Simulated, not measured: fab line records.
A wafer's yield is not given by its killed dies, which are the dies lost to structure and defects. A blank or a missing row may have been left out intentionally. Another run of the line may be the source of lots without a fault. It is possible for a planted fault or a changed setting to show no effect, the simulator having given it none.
Split-lot experiment :: flow n5_finfet :: 7 lots, 21 wafers read, on a route of 1938 steps

## THE SPLIT
At N5_BEOL_M8_TRENCH_ETCH_37 (etches SiCOH lowk in C4F6/O2, target depth 93.478 nm, time 31.2 s), the setting time_s was moved away from the recipe's 31.2 s on 6 of the 21 wafers read, by -20.3% to +22.3%. The other wafers ran this setting at the recipe's value.

## FROM THE SPLIT TO THE READING: what the file shows between them, 11 steps
- N5_BEOL_M8_ETCH_41: etches SiCN in CH3F/O2, target depth 31.9 nm, time 57.8 s
- N5_BEOL_M8_STRIP_80: strips in N2/H2, time 10 s
- N5_BEOL_M8_OCD_MEAS_38
- N5_BEOL_M8_HM_STRIP_39: strips TiN in peroxide tin strip, target depth 25 nm, time 158 s
- N5_BEOL_M8_SRD_40: time 30 s
- N5_BEOL_M8_ECD_50: material Cu, target thk 300 nm
- N5_BEOL_M8_ANNEAL_51: time 90 s
- N5_BEOL_M8_CMP_52: polishes, stops on SiCOH lowk, t overpolish 6.9 s, target thk 80 nm
- N5_BEOL_M8_THK_MEAS_53: measures by xrf
- N5_BEOL_M8_PRE_CLEAN_55: time 15 s
- N5_BEOL_M8_DEP_56: deposits SiCN from 3MS/NH3, target thk 10 nm, time 17.5 s

## THE READING
M8_RS in ohm/sq, measured at N5_BEOL_M8_RS_MEAS_57 by four-point-probe. Typical for fault-free wafers on this fab line: 0.283 ohm/sq, with standard deviation 0.0075 ohm/sq.

wafer: L079.1
tool, chamber at the split: rie_diel-06, 2
time_s as run, s: 31.2
against the recipe: recipe
M8_RS, ohm/sq: 0.281
against lot-mates on the recipe: -

wafer: L079.3
tool, chamber at the split: rie_diel-06, 1
time_s as run, s: 31.2
against the recipe: recipe
M8_RS, ohm/sq: 0.293
against lot-mates on the recipe: -

wafer: L079.4
tool, chamber at the split: rie_diel-06, 3
time_s as run, s: 31.2
against the recipe: recipe
M8_RS, ohm/sq: 0.278
against lot-mates on the recipe: -

wafer: L078.2
tool, chamber at the split: rie_diel-06, 2
time_s as run, s: 31.2
against the recipe: recipe
M8_RS, ohm/sq: 0.283
against lot-mates on the recipe: -

wafer: L078.3
tool, chamber at the split: rie_diel-06, 0
time_s as run, s: 31.2
against the recipe: recipe
M8_RS, ohm/sq: 0.284
against lot-mates on the recipe: -

wafer: L078.6
tool, chamber at the split: rie_diel-06, 0
time_s as run, s: 29.08
against the recipe: -6.8%
M8_RS, ohm/sq: 0.326
against lot-mates on the recipe: +0.043

wafer: L084.3
tool, chamber at the split: rie_diel-06, 2
time_s as run, s: 38.15
against the recipe: +22.3%
M8_RS, ohm/sq: 0.215
against lot-mates on the recipe: -0.057

wafer: L084.4
tool, chamber at the split: rie_diel-06, 3
time_s as run, s: 31.2
against the recipe: recipe
M8_RS, ohm/sq: 0.272
against lot-mates on the recipe: -

wafer: L084.5
tool, chamber at the split: rie_diel-06, 0
time_s as run, s: 38.15
against the recipe: +22.3%
M8_RS, ohm/sq: 0.208
against lot-mates on the recipe: -0.064

wafer: L085.3
tool, chamber at the split: rie_diel-06, 3
time_s as run, s: 31.2
against the recipe: recipe
M8_RS, ohm/sq: 0.272
against lot-mates on the recipe: -

wafer: L085.4
tool, chamber at the split: rie_diel-06, 3
time_s as run, s: 31.2
against the recipe: recipe
M8_RS, ohm/sq: 0.277
against lot-mates on the recipe: -

wafer: L085.5
tool, chamber at the split: rie_diel-06, 0
time_s as run, s: 31.2
against the recipe: recipe
M8_RS, ohm/sq: 0.276
against lot-mates on the recipe: -

wafer: L088.1
tool, chamber at the split: rie_diel-01, 2
time_s as run, s: 31.2
against the recipe: recipe
M8_RS, ohm/sq: 0.270
against lot-mates on the recipe: -

wafer: L088.3
tool, chamber at the split: rie_diel-01, 3
time_s as run, s: 37.44
against the recipe: +20.0%
M8_RS, ohm/sq: 0.222
against lot-mates on the recipe: -0.053

wafer: L088.4
tool, chamber at the split: rie_diel-01, 1
time_s as run, s: 31.2
against the recipe: recipe
M8_RS, ohm/sq: 0.279
against lot-mates on the recipe: -

wafer: L091.2
tool, chamber at the split: rie_diel-05, 2
time_s as run, s: 24.87
against the recipe: -20.3%
M8_RS, ohm/sq: 0.393
against lot-mates on the recipe: +0.116

wafer: L091.3
tool, chamber at the split: rie_diel-05, 1
time_s as run, s: 31.2
against the recipe: recipe
M8_RS, ohm/sq: 0.277
against lot-mates on the recipe: -

wafer: L091.6
tool, chamber at the split: rie_diel-05, 3
time_s as run, s: 24.87
against the recipe: -20.3%
M8_RS, ohm/sq: 0.386
against lot-mates on the recipe: +0.109

wafer: L097.2
tool, chamber at the split: rie_diel-05, 1
time_s as run, s: 31.2
against the recipe: recipe
M8_RS, ohm/sq: 0.278
against lot-mates on the recipe: -

wafer: L097.3
tool, chamber at the split: rie_diel-05, 3
time_s as run, s: 31.2
against the recipe: recipe
M8_RS, ohm/sq: 0.275
against lot-mates on the recipe: -

wafer: L097.5
tool, chamber at the split: rie_diel-05, 2
time_s as run, s: 31.2
against the recipe: recipe
M8_RS, ohm/sq: 0.280
against lot-mates on the recipe: -

THE FIT
A straight line over all 21 wafers: M8_RS changes by -0.00401 ohm/sq for each +1% of time_s; r = -0.96; the points scatter about the line by 0.013 ohm/sq.
The same after taking each lot's own level away (the mean of its wafers on the recipe; 21 wafers): -0.00386 ohm/sq for each +1%; r = -0.95; scatter 0.014 ohm/sq.
On that fit, the largest move of time_s shifts the reading by 0.086 ohm/sq.
The lots' own levels span 0.2720 to 0.2840 ohm/sq, that is 1.6 times the standard deviation above.
Hence the lot-to-lot level has little effect on the slope; both slopes agree.
Check: for one of the wafers moved furthest among these (+22.3%), held out of the fit, the line's prediction against its lot-mates is -0.0856 ohm/sq. It came out at -0.057 ohm/sq against them.

## FURTHER SPLITS ON THESE WAFERS
These wafers also went through other splits before the reading. Each is held against what the fit with the lots' levels taken away leaves over:
other split on the same wafers: N5_BEOL_M7_TRENCH_ETCH_37 time_s
wafers away from the commonest value: 6
r with M8_RS (lot level and that fit taken away): -0.32

other split on the same wafers: N5_BEOL_M8_DESCUM_33 time_s
wafers away from the commonest value: 7
r with M8_RS (lot level and that fit taken away): +0.00

## THE WHOLE CHAIN: every reading that the file lists as answering this split, in the file's order
step: N5_BEOL_M8_TRENCH_ETCH_37
what it does: etches SiCOH lowk in C4F6/O2, target depth 93.478 nm, time 31.2 s
reading: etch.depth_nm (the simulator's own value, which no gauge read)
change (the file's fit): +0.909 nm for each +1% of the setting
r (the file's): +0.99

step: N5_BEOL_M8_TRENCH_ETCH_37
what it does: etches SiCOH lowk in C4F6/O2, target depth 93.478 nm, time 31.2 s
reading: BEOL_M8.feature_depth_nm (the simulator's own value, which no gauge read)
change (the file's fit): +0.909 nm for each +1% of the setting
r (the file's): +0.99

step: N5_BEOL_M8_OCD_MEAS_38
what it does: 
reading: trench_depth_nm
change (the file's fit): +0.932 nm for each +1% of the setting
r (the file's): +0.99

step: N5_BEOL_M8_CMP_52
what it does: polishes, stops on SiCOH lowk, t overpolish 6.9 s, target thk 80 nm
reading: Cu_of_BEOL_M8_ECD_50.thk_nm (the simulator's own value, which no gauge read)
change (the file's fit): +0.937 nm for each +1% of the setting
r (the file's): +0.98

step: N5_BEOL_M8_THK_MEAS_53
what it does: measures by xrf
reading: M8_THK
change (the file's fit): +0.943 for each +1% of the setting
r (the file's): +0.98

step: N5_BEOL_M8_RS_MEAS_57
what it does: measures by four-point-probe
reading: M8_RS
change (the file's fit): -0.00368 for each +1% of the setting
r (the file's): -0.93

## FILE'S OWN FIT
M8_RS changes by -0.00368 ohm/sq for each +1% of time_s, r = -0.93.
